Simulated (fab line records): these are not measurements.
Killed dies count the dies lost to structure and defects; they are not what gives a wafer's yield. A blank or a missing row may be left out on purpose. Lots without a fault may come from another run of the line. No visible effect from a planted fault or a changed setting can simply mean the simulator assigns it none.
Which tool did it? | flow n5 finfet | Sampling: 10 lots, 30 wafers, 3 of 1938 route steps

## WHAT THE GAUGES READ, wafer by wafer
N5_PASSIVATION_OVL_MEAS_66.
lot  | measured     | on         | PASS_OPEN_OVL (nm)
L108 | day 13 08:02 | overlay-01 | -6 8 1
L109 | day 13 08:28 | overlay-01 | 4 -3 10
L107 | day 13 18:13 | overlay-01 | 4 -1 2
L110 | day 14 04:00 | overlay-01 | 5 -1 1
L115 | day 17 21:13 | overlay-01 | -7 -4 -3
L119 | day 18 07:32 | overlay-02 | -7 -10 -7
L122 | day 18 07:52 | overlay-02 | 0 8 -5
L125 | day 18 19:41 | overlay-02 | -7 6 -4
L126 | day 19 14:32 | overlay-01 | -7 -9 -3
L127 | day 19 19:34 | overlay-01 | 0 6 -4

## WHICH TOOL RAN EACH LOT (tool, then ch and the chambers of the sampled wafers, then the start)
lot  | N5_BEOL_M7_ETCH_72                 | N5_PASSIVATION_ETCH_59
L108 | rie diel-06 ch 0,2,3, day 10 08:54 | rie metal-03 ch 0,1, day 13 06:50
L109 | rie diel-06 ch 0,1, day 10 09:17   | rie metal-02 ch 0,1, day 13 07:01
L107 | rie diel-02 ch 0,2,3, day 10 12:46 | rie metal-03 ch 0,1, day 13 16:52
L110 | rie diel-06 ch 0,1,3, day 10 22:29 | rie metal-02 ch 0,1, day 14 02:41
L115 | rie diel-06 ch 0,1, day 14 18:10   | rie metal-01 ch 0,1, day 17 19:56
L119 | rie diel-02 ch 1,3, day 14 21:24   | rie metal-01 ch 0,1, day 18 06:13
L122 | rie diel-06 ch 1,2,3, day 15 07:07 | rie metal-03 ch 0,1, day 18 06:26
L125 | rie diel-03 ch 0,1,2, day 15 17:34 | rie metal-01 ch 0,1, day 18 18:21
L126 | rie diel-06 ch 0,2,3, day 16 05:09 | rie metal-01 ch 0,1, day 19 13:05
L127 | rie diel-06 ch 0,2,3, day 16 15:38 | rie metal-02 ch 0,1, day 19 18:14
- N5_BEOL_M7_ETCH_72: etches underlayer in N2/H2, target depth 6.5 nm, time 5.2 s.
- N5_PASSIVATION_ETCH_59: etches TaN in Cl2/BCl3, target depth 65 nm, time 34.9 s.

## AS READ BY THE TOOLS THEMSELVES (means over the sampled wafers that have a number; for cases with no such wafer, the mark the record gives instead)
N5_BEOL_M7_ETCH_72.
lot  | tool        | drypump motor current A (A) | etch rf on time s (s) | oes product au (a.u.) | rf fwd power W (W) | rf vpp V (V) | showerhead plenum p Torr (Torr) | throttle valve pct (%)
L108 | rie diel-06 | 5.7                         | 5.18                  | 0.67                  | 818.1              | 521.9        | 2.48                            | 17.79
L109 | rie diel-06 | 5.3                         | 5.22                  | 0.72                  | 818.5              | 522.4        | 2.53                            | 17.83
L107 | rie diel-02 | 5.8                         | 5.12                  | 0.69                  | 818.8              | 523.0        | 2.52                            | 17.89
L110 | rie diel-06 | 5.4                         | 5.19                  | 0.65                  | 818.8              | 523.6        | 2.54                            | 18.01
L115 | rie diel-06 | 5.3                         | 5.10                  | 0.69                  | 823.3              | 522.8        | 2.52                            | 17.86
L119 | rie diel-02 | 6.1                         | 5.24                  | 0.69                  | 818.1              | 522.4        | 2.54                            | 17.89
L122 | rie diel-06 | 5.9                         | 5.15                  | 0.59                  | 820.4              | 522.5        | 2.51                            | 18.08
L125 | rie diel-03 | 5.4                         | 5.17                  | 0.74                  | 821.1              | 524.3        | 2.59                            | 17.72
L126 | rie diel-06 | 5.7                         | 5.18                  | 0.64                  | 819.2              | 522.0        | 2.46                            | 17.85
L127 | rie diel-06 | 5.7                         | 5.19                  | 0.63                  | 819.4              | 524.2        | 2.46                            | 17.86

N5_PASSIVATION_ETCH_59.
lot  | tool         | drypump motor current A (A) | oes product au (a.u.) | rf fwd power W (W) | throttle valve pct (%)
L108 | rie metal-03 | 5.84                        | 0.90                  | 895                | 21.14
L109 | rie metal-02 | 5.90                        | 0.75                  | 895                | 21.02
L107 | rie metal-03 | 5.85                        | 0.89                  | 891                | 21.15
L110 | rie metal-02 | 6.04                        | 0.76                  | 894                | 21.20
L115 | rie metal-01 | 6.00                        | 0.89                  | 893                | 20.74
L119 | rie metal-01 | 5.95                        | 0.83                  | 891                | 20.79
L122 | rie metal-03 | 5.92                        | 0.83                  | 894                | 21.02
L125 | rie metal-01 | 5.96                        | 0.83                  | 892                | 20.79
L126 | rie metal-01 | 5.94                        | 0.83                  | 891                | 20.80
L127 | rie metal-02 | 6.00                        | 0.73                  | 894                | 21.22

## THE ANSWER, worked out from the rows above alone
Rule: the lots themselves supply what counts as usual. Put in order of their means at a reading, lots are off if they are a third of the lots or fewer, leave a main group of 4 or more, and stand apart from it by a gap of 3 or more times the standard deviation of the main group's means; of several such gaps the widest counts. If all means in a main group match to the digits the tables above print for the reading, that group is not used. A lot without any number at a reading at which 4 lots or more have one is off too. All remaining lots with rows at the step are treated as sound. The gauges are gone through in route order, then the tools' own readings, and for those a lot's mean is taken as printed above. At the first step where some lot is off, the reading lying furthest off is the one used; lots without a number count as furthest.
None of the lots is off at any reading shown; this tells nothing.

## WHAT THE SIMULATOR HAD INSERTED
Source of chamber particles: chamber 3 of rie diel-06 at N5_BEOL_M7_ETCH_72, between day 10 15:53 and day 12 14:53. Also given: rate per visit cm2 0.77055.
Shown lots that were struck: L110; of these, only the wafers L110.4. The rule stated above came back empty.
